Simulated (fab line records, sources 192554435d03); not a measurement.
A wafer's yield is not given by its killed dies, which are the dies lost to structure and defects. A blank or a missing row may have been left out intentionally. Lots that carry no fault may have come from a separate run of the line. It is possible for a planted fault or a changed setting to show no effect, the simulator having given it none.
What tool caused it?	flow n5-finfet	Sampling: 24 lots, 72 wafers, 6 of 1938 route steps

WHAT EACH GAUGE READ, for each wafer
No reading from a measuring or inspecting step in the record can be judged against a usual standard deviation.

TOOL THAT RAN EACH LOT (tool first, then ch and the chambers of the sampled wafers, then the start)
lot	N5_BEOL_M3_ETCH_70	N5_BEOL_M3_TRENCH_ETCH_37	N5_BEOL_M3_SPUTTER_81	N5_BEOL_M3_ANNEAL_82	N5_BEOL_M3_ANNEAL_51	N5_BEOL_M3_CMP_52
L074	rie-diel-05 ch 1,2,3, day 7 05:03	rie-diel-05 ch 1,2,3, day 7 07:00 or earlier	pvd-sputter-02, day 7 07:00	pvd-sputter-02, day 7 07:05	rtp-anneal-01 ch 0, day 7 08:37	cmp-04 ch 1,3, day 7 08:51
L075	rie-diel-01 ch 0,1,2, day 7 10:21	rie-diel-01 ch 0,1,2, day 7 12:11 or earlier	pvd-sputter-03, day 7 12:11	pvd-sputter-03, day 7 12:16	rtp-anneal-02 ch 0, day 7 13:42	cmp-03 ch 1,2,3, day 7 14:00
L076	rie-diel-05 ch 0,1,2, day 7 13:13	rie-diel-05 ch 0,1,2, day 7 15:12 or earlier	pvd-sputter-03, day 7 15:12	pvd-sputter-03, day 7 15:17	rtp-anneal-02 ch 0, day 7 16:46	cmp-03 ch 0,1,2, day 7 17:05
L077	rie-diel-05 ch 0,2, day 7 13:43	rie-diel-05 ch 0,2, day 7 17:23 or earlier	pvd-sputter-03, day 7 17:23	pvd-sputter-03, day 7 17:28	rtp-anneal-01 ch 0, day 7 18:53	cmp-03 ch 2,3, day 7 19:11
L078	rie-diel-01 ch 1,2, day 8 02:02	rie-diel-01 ch 1,2, day 8 04:23 or earlier	pvd-sputter-02, day 8 04:23	pvd-sputter-02, day 8 04:28	rtp-anneal-01 ch 0, day 8 05:54	cmp-02 ch 1,2, day 8 06:12
L079	rie-diel-01 ch 0,2,3, day 8 03:02	rie-diel-01 ch 0,2,3, day 8 06:13 or earlier	pvd-sputter-02, day 8 06:13	pvd-sputter-02, day 8 06:18	rtp-anneal-01 ch 0, day 8 07:50	cmp-02 ch 2,3, day 8 08:02
L080	rie-diel-04 ch 0,3, day 8 07:49	rie-diel-04 ch 0,3, day 8 09:35 or earlier	pvd-sputter-02, day 8 09:35	pvd-sputter-02, day 8 09:40	rtp-anneal-01 ch 0, day 8 11:08	cmp-03 ch 0,1,2, day 8 11:29
L081	rie-diel-01 ch 1,2,3, day 9 00:43	rie-diel-01 ch 1,2,3, day 9 03:11 or earlier	pvd-sputter-02, day 9 03:11	pvd-sputter-02, day 9 03:16	rtp-anneal-02 ch 0, day 9 04:45	cmp-03 ch 1,2,3, day 9 05:02
L082	rie-diel-05 ch 0,2,3, day 9 13:42	rie-diel-05 ch 0,2,3, day 9 15:50 or earlier	pvd-sputter-01, day 9 15:50	pvd-sputter-01, day 9 15:55	rtp-anneal-01 ch 0, day 9 17:24	cmp-04 ch 1,3, day 9 17:41
L083	rie-diel-04 ch 0,1,2, day 9 17:30	rie-diel-04 ch 0,1,2, day 9 19:12 or earlier	pvd-sputter-02, day 9 19:12	pvd-sputter-02, day 9 19:17	rtp-anneal-01 ch 0, day 9 20:43	cmp-03 ch 0,2, day 9 21:01
L084	rie-diel-04 ch 0,1,2, day 9 18:30	rie-diel-04 ch 0,1,2, day 9 20:07 or earlier	pvd-sputter-03, day 9 20:07	pvd-sputter-03, day 9 20:12	rtp-anneal-01 ch 0, day 9 21:38	cmp-04 ch 0,2, day 9 22:06
L085	rie-diel-05 ch 0,3, day 9 18:43	rie-diel-05 ch 0,3, day 9 20:15 or earlier	pvd-sputter-01, day 9 20:15	pvd-sputter-01, day 9 20:20	rtp-anneal-02 ch 0, day 9 22:20	cmp-04 ch 0,1,3, day 9 22:51
L086	rie-diel-01 ch 0,1,2, day 10 04:38	rie-diel-01 ch 0,1,2, day 10 06:26 or earlier	pvd-sputter-03, day 10 06:26	pvd-sputter-03, day 10 06:31	rtp-anneal-01 ch 0, day 10 07:56	cmp-04 ch 0,2,3, day 10 08:14
L088	rie-diel-01 ch 1,2, day 10 05:01	rie-diel-01 ch 1,2, day 10 08:32 or earlier	pvd-sputter-01, day 10 08:32	pvd-sputter-01, day 10 08:37	rtp-anneal-02 ch 0, day 10 10:04	cmp-03 ch 0,1,2, day 10 10:22
L087	rie-diel-04 ch 1,2,3, day 10 07:49	rie-diel-04 ch 1,2,3, day 10 10:23 or earlier	pvd-sputter-01, day 10 10:23	pvd-sputter-01, day 10 10:28	rtp-anneal-01 ch 0, day 10 12:04	cmp-03 ch 0,1,3, day 10 12:22
L089	rie-diel-05 ch 1,2,3, day 11 01:16	rie-diel-05 ch 1,2,3, day 11 03:01 or earlier	pvd-sputter-02, day 11 03:01	pvd-sputter-02, day 11 03:05	rtp-anneal-02 ch 0, day 11 04:34	cmp-04 ch 0,2,3, day 11 05:11
L090	rie-diel-04 ch 0,2,3, day 11 09:44	rie-diel-04 ch 0,2,3, day 11 12:16 or earlier	pvd-sputter-03, day 11 12:16	pvd-sputter-03, day 11 12:21	rtp-anneal-01 ch 0, day 11 13:50	cmp-02 ch 0,1, day 11 14:05
L091	rie-diel-04 ch 1,2,3, day 11 13:40	rie-diel-04 ch 1,2,3, day 11 17:20 or earlier	pvd-sputter-03, day 11 17:20	pvd-sputter-03, day 11 17:25	rtp-anneal-02 ch 0, day 11 18:52	cmp-04 ch 0,2,3, day 11 19:09
L092	rie-diel-04 ch 1,2,3, day 11 18:27	rie-diel-04 ch 1,2,3, day 11 20:26 or earlier	pvd-sputter-03, day 11 20:26	pvd-sputter-03, day 11 20:31	rtp-anneal-02 ch 0, day 11 21:59	cmp-03 ch 0,1,3, day 11 22:19
L093	rie-diel-01 ch 0,1,2, day 12 01:40	rie-diel-01 ch 0,1,2, day 12 04:49 or earlier	pvd-sputter-02, day 12 04:49	pvd-sputter-02, day 12 04:53	rtp-anneal-01 ch 0, day 12 06:25	cmp-04 ch 1,2, day 12 06:40
L094	rie-diel-04 ch 1,2,3, day 12 08:28	rie-diel-04 ch 1,2,3, day 12 10:12 or earlier	pvd-sputter-03, day 12 10:12	pvd-sputter-03, day 12 10:17	rtp-anneal-01 ch 0, day 12 11:46	cmp-04 ch 2,3, day 12 12:04
L095	rie-diel-04 ch 0,2,3, day 12 11:32	rie-diel-04 ch 0,2,3, day 12 13:15 or earlier	pvd-sputter-02, day 12 13:15	pvd-sputter-02, day 12 13:20	rtp-anneal-02 ch 0, day 12 14:46	cmp-03 ch 0,1,2, day 12 15:06
L096	rie-diel-04 ch 0,2,3, day 12 18:24	rie-diel-04 ch 0,2,3, day 12 20:24 or earlier	pvd-sputter-02, day 12 20:24	pvd-sputter-02, day 12 20:29	rtp-anneal-01 ch 0, day 12 21:55	cmp-03 ch 0,2,3, day 12 22:19
L097	rie-diel-05 ch 0,1,3, day 12 18:40	rie-diel-05 ch 0,1,3, day 12 21:14 or earlier	pvd-sputter-01, day 12 21:14	pvd-sputter-01, day 12 21:19	rtp-anneal-02 ch 0, day 12 22:48	cmp-03 ch 0,1,3, day 12 23:11
- N5_BEOL_M3_ETCH_70: etches SOC in N2/H2, target depth 80 nm, overetch 16 nm, time 120 s.
- N5_BEOL_M3_TRENCH_ETCH_37: etches SiOC in C4F6/O2, target depth 55.555 nm, time 29.2 s.
- N5_BEOL_M3_SPUTTER_81: material Cu, target thk 4.5 nm, time 8.29 s.
- N5_BEOL_M3_ANNEAL_82: time 240 s.
- N5_BEOL_M3_ANNEAL_51: time 90 s.
- N5_BEOL_M3_CMP_52: polishes, stops on SiOC, t overpolish 6.8 s, target thk 40 nm.

WHAT THE TOOLS THEMSELVES READ (means of the sampled wafers that have a number; where no wafer has one, the mark that the record gives instead)
N5_BEOL_M3_ETCH_70. Usual: drypump-motor-current-A 5.6 A, standard deviation 0.37; oes-product-au 0.63 a.u., standard deviation 0.067; rf-vpp-V 525.2 V, standard deviation 1.7; showerhead-plenum-p-Torr 2.58 Torr, standard deviation 0.064; throttle-valve-pct 17.63 %, standard deviation 0.23.
lot	tool	drypump-motor-current-A (A)	oes-product-au (a.u.)	rf-vpp-V (V)	showerhead-plenum-p-Torr (Torr)	throttle-valve-pct (%)	flag
L074	rie-diel-05	5.7	0.65	525.9	2.59	17.48	
L075	rie-diel-01	5.7	0.62	524.8	2.56	17.81	
L076	rie-diel-05	5.4	0.64	526.4	2.60	17.60	
L077	rie-diel-05	5.5	0.66	525.8	2.60	17.53	
L078	rie-diel-01	5.7	0.66	527.1	2.62	17.87	
L079	rie-diel-01	5.9	0.65	523.0	2.49	17.69	
L080	rie-diel-04	5.9	0.60	524.9	2.56	17.33	
L081	rie-diel-01	5.9	0.67	524.5	2.56	17.74	
L082	rie-diel-05	5.5	0.64	524.9	2.59	17.41	
L083	rie-diel-04	5.5	0.62	526.9	2.62	17.71	
L084	rie-diel-04	5.5	0.61	525.3	2.63	17.71	
L085	rie-diel-05	5.5	0.65	525.4	2.59	17.26	
L086	rie-diel-01	5.7	0.61	524.5	2.55	17.84	
L088	rie-diel-01	5.7	0.65	525.6	2.62	17.89	
L087	rie-diel-04	5.7	0.62	525.7	2.59	17.54	
L089	rie-diel-05	5.7	0.67	525.6	2.58	17.40	
L090	rie-diel-04	5.9	0.62	525.3	2.58	17.55	
L091	rie-diel-04	5.7	0.62	525.7	2.58	17.55	
L092	rie-diel-04	5.7	0.61	524.9	2.58	17.55	
L093	rie-diel-01	5.7	0.67	524.6	2.54	17.70	
L094	rie-diel-04	5.7	0.61	525.2	2.58	17.56	
L095	rie-diel-04	5.8	0.61	524.5	2.57	17.56	
L096	rie-diel-04	5.9	0.61	524.8	2.57	17.58	
L097	rie-diel-05	5.5	0.61	525.8	2.59	17.51	

N5_BEOL_M3_TRENCH_ETCH_37. Usual: drypump-motor-current-A 5.6 A, standard deviation 0.38; oes-product-au 0.82 a.u., standard deviation 0.087; rf-vpp-V 666 V, standard deviation 14; showerhead-plenum-p-Torr 2.90 Torr, standard deviation 0.054; throttle-valve-pct 20.75 %, standard deviation 0.19.
lot	tool	drypump-motor-current-A (A)	oes-product-au (a.u.)	rf-vpp-V (V)	showerhead-plenum-p-Torr (Torr)	throttle-valve-pct (%)	flag
L074	rie-diel-05	5.7	0.84	667	2.93	20.71	
L075	rie-diel-01	5.7	0.81	664	2.87	20.91	
L076	rie-diel-05	5.4	0.84	667	2.92	20.69	
L077	rie-diel-05	5.5	0.87	678	2.91	20.58	
L078	rie-diel-01	5.7	0.86	673	2.92	20.85	
L079	rie-diel-01	5.9	0.84	654	2.81	20.88	
L080	rie-diel-04	5.9	0.79	682	2.92	20.68	
L081	rie-diel-01	5.9	0.89	662	2.87	20.82	
L082	rie-diel-05	5.5	0.82	668	2.93	20.60	
L083	rie-diel-04	5.5	0.82	663	2.92	20.72	
L084	rie-diel-04	5.4	0.82	663	2.92	20.73	
L085	rie-diel-05	5.5	0.81	658	2.95	20.59	
L086	rie-diel-01	5.7	0.80	665	2.86	20.93	
L088	rie-diel-01	5.7	0.84	672	2.92	20.86	
L087	rie-diel-04	5.7	0.83	673	2.90	20.62	
L089	rie-diel-05	5.7	0.85	666	2.91	20.62	
L090	rie-diel-04	5.8	0.81	668	2.91	20.79	
L091	rie-diel-04	5.7	0.81	674	2.89	20.64	
L092	rie-diel-04	5.7	0.80	673	2.89	20.64	
L093	rie-diel-01	5.7	0.86	665	2.85	20.82	
L094	rie-diel-04	5.7	0.81	674	2.89	20.66	
L095	rie-diel-04	5.9	0.80	668	2.90	20.81	
L096	rie-diel-04	5.8	0.81	667	2.90	20.81	
L097	rie-diel-05	5.5	0.78	657	2.93	20.75	

N5_BEOL_M3_SPUTTER_81. Usual: chuck-gas-flow-sccm 1.26 sccm, standard deviation 0.057; throttle-valve-pct 29.8 %, standard deviation 0.74.
lot	tool	chuck-gas-flow-sccm (sccm)	throttle-valve-pct (%)	flag
L074	pvd-sputter-02	1.29	29.4	
L075	pvd-sputter-03	1.26	30.7	
L076	pvd-sputter-03	1.32	30.6	
L077	pvd-sputter-03	1.23	31.1	
L078	pvd-sputter-02	1.18	29.2	
L079	pvd-sputter-02	1.28	29.7	
L080	pvd-sputter-02	1.22	29.8	
L081	pvd-sputter-02	1.30	29.9	
L082	pvd-sputter-01	1.25	29.4	
L083	pvd-sputter-02	1.31	29.6	
L084	pvd-sputter-03	1.26	30.0	
L085	pvd-sputter-01	1.23	29.3	
L086	pvd-sputter-03	1.21	30.4	
L088	pvd-sputter-01	1.27	29.5	
L087	pvd-sputter-01	1.25	29.3	
L089	pvd-sputter-02	1.24	29.7	
L090	pvd-sputter-03	1.26	29.7	
L091	pvd-sputter-03	1.20	30.4	
L092	pvd-sputter-03	1.23	30.5	
L093	pvd-sputter-02	1.20	30.1	
L094	pvd-sputter-03	1.24	30.2	
L095	pvd-sputter-02	1.28	29.9	
L096	pvd-sputter-02	1.29	29.7	
L097	pvd-sputter-01	1.27	29.8	

N5_BEOL_M3_ANNEAL_82. Usual: heater-power-w 832 W, standard deviation 41.
lot	tool	heater-power-w (W)	flag
L074	pvd-sputter-02	819	
L075	pvd-sputter-03	857	
L076	pvd-sputter-03	839	
L077	pvd-sputter-03	874	
L078	pvd-sputter-02	876	
L079	pvd-sputter-02	810	
L080	pvd-sputter-02	855	
L081	pvd-sputter-02	810	
L082	pvd-sputter-01	843	
L083	pvd-sputter-02	824	
L084	pvd-sputter-03	810	
L085	pvd-sputter-01	819	
L086	pvd-sputter-03	842	
L088	pvd-sputter-01	815	
L087	pvd-sputter-01	829	
L089	pvd-sputter-02	816	
L090	pvd-sputter-03	800	
L091	pvd-sputter-03	864	
L092	pvd-sputter-03	847	
L093	pvd-sputter-02	829	
L094	pvd-sputter-03	853	
L095	pvd-sputter-02	807	
L096	pvd-sputter-02	838	
L097	pvd-sputter-01	848	

N5_BEOL_M3_ANNEAL_51. Usual: wafer_temp_C_max 225.89, standard deviation 0.24.
lot	tool	wafer_temp_C_max	flag
L074	rtp-anneal-01	226.03	
L075	rtp-anneal-02	225.98	
L076	rtp-anneal-02	225.82	
L077	rtp-anneal-01	225.98	
L078	rtp-anneal-01	226.13	
L079	rtp-anneal-01	225.72	
L080	rtp-anneal-01	225.79	
L081	rtp-anneal-02	226.09	
L082	rtp-anneal-01	225.92	
L083	rtp-anneal-01	225.91	
L084	rtp-anneal-01	225.91	
L085	rtp-anneal-02	225.95	
L086	rtp-anneal-01	225.82	
L088	rtp-anneal-02	225.71	
L087	rtp-anneal-01	226.35	
L089	rtp-anneal-02	225.71	
L090	rtp-anneal-01	225.91	
L091	rtp-anneal-02	225.89	
L092	rtp-anneal-02	225.52	
L093	rtp-anneal-01	225.90	
L094	rtp-anneal-01	226.02	
L095	rtp-anneal-02	225.61	
L096	rtp-anneal-01	225.85	
L097	rtp-anneal-02	225.92	

N5_BEOL_M3_CMP_52. Usual: barrier-field-endpoint-s 24.5 s, standard deviation 0.85; clearing-platen-rpm 50.000 rpm, standard deviation 0.024; motor-current-A 6.0 A, standard deviation 0.68; overpolish-run-s 6.800 s, standard deviation 0.0079; pad-life-wafers 1023, standard deviation 510; time-to-endpoint-s 61 s, standard deviation 5.
lot	tool	barrier-field-endpoint-s (s)	clearing-platen-rpm (rpm)	motor-current-A (A)	overpolish-run-s (s)	pad-life-wafers	time-to-endpoint-s (s)	flag
L074	cmp-04	24.9	49.998	5.2	6.800	14	60	
L075	cmp-03	23.9	49.986	6.1	6.803	721	59	
L076	cmp-03	24.2	49.978	5.5	6.798	746	57	
L077	cmp-03	24.2	49.984	6.6	6.805	762	59	
L078	cmp-02	24.3	50.037	6.1	6.802	1710	58	
L079	cmp-02	25.6	50.015	6.0	6.798	1724	66	
L080	cmp-03	23.5	50.009	5.5	6.802	902	55	
L081	cmp-03	24.2	49.996	6.1	6.799	1040	58	
L082	cmp-04	24.4	49.995	5.3	6.802	470	61	
L083	cmp-03	23.4	49.989	5.9	6.800	1225	53	
L084	cmp-04	26.1	50.009	6.7	6.797	523	66	
L085	cmp-04	24.9	49.997	6.0	6.799	542	64	
L086	cmp-04	25.2	50.006	6.2	6.802	643	66	
L088	cmp-03	24.0	50.012	5.6	6.806	1393	56	
L087	cmp-03	23.4	50.006	6.0	6.803	1399	59	
L089	cmp-04	24.8	49.997	6.2	6.798	824	66	
L090	cmp-02	24.2	49.996	5.9	6.798	66	59	
L091	cmp-04	25.2	49.992	6.4	6.792	967	68	
L092	cmp-03	24.3	49.989	6.0	6.798	1544	57	
L093	cmp-04	25.1	49.988	6.0	6.804	1057	64	
L094	cmp-04	25.0	50.005	6.0	6.804	1112	60	
L095	cmp-03	24.0	50.001	5.7	6.797	1682	58	
L096	cmp-03	23.8	49.999	6.1	6.795	1736	59	
L097	cmp-03	24.1	50.004	6.2	6.801	1754	59	

THE ANSWER, worked out from the rows above alone
Rule: a lot is off if the mean of its wafers that have a number lies more than 3 standard deviations from the usual mean. A lot without any number at a reading at which 4 lots or more have one is off too. The other lots that the step has rows for count as sound. The gauges are gone through in route order, then the tools' own readings, and for those a lot's mean is taken as printed above. The first step at which some lot is off is used, and at that step the reading that is off furthest; a lot without a number counts as furthest.
No lot is off at any reading shown: from this, nothing can be told.

WHAT HAD BEEN PUT IN BY THE SIMULATOR
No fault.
